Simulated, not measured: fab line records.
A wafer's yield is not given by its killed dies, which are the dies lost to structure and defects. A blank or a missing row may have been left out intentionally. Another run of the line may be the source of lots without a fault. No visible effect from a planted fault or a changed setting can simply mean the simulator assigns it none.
Matching of chambers | flow n5Finfet | N5_BEOL_M14_ETCH_59 on rieDiel-01: 4 sister chambers
The step etches BARC in N2/H2, target depth 89 nm, overetch 26.7 nm, time 67.9 s. 4 wafers are shown with their chamber, then 11 later ones without.

== WAFERS, EACH WITH ITS CHAMBER ==
wafer  | chamber | showerheadPlenumPTorr (Torr)
L078.1 | 1       | 2.61
L089.3 | 0       | 2.60
L089.5 | 2       | 2.68
L091.2 | 3       | 2.46

== WAFERS WITHOUT THEIR CHAMBER ==
wafer  | showerheadPlenumPTorr (Torr)
L091.3 | 2.60
L091.5 | 2.60
L092.1 | 2.60
L092.4 | 2.68
L092.6 | 2.60
L095.1 | 2.59
L095.5 | 2.46
L095.6 | 2.67
L097.3 | 2.45
L097.4 | 2.59
L097.6 | 2.45

== WHICH CHAMBER EACH WENT THROUGH ==
wafer  | from the rows above     | in truth
L091.3 | can't be placed: 0 or 1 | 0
L091.5 | can't be placed: 0 or 1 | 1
L092.1 | can't be placed: 0 or 1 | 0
L092.4 | 2                       | 2
L092.6 | can't be placed: 0 or 1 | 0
L095.1 | can't be placed: 0 or 1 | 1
L095.5 | 3                       | 3
L095.6 | 2                       | 2
L097.3 | 3                       | 3
L097.4 | can't be placed: 0 or 1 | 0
L097.6 | 3                       | 3
5 of 11 placed correctly. Unplaceable from these rows: 6, with the true chamber sitting among the candidates in 6. Number placed wrongly: 0.
How it was worked out, from the rows above alone: a wafer's distance from a chamber is the root of the sum, over the readings, of the square of ((its reading less the chamber's mean) divided by the reading's scatter). If the next closest chamber is less than 2 further off than the closest, the wafer can't be placed; otherwise it belongs to the closest. For every chamber, the mean is computed from those of its wafers that are shown. The scatter: root of mean squared gap, hidden wafer to nearest shown wafer, with one shown wafer a chamber.
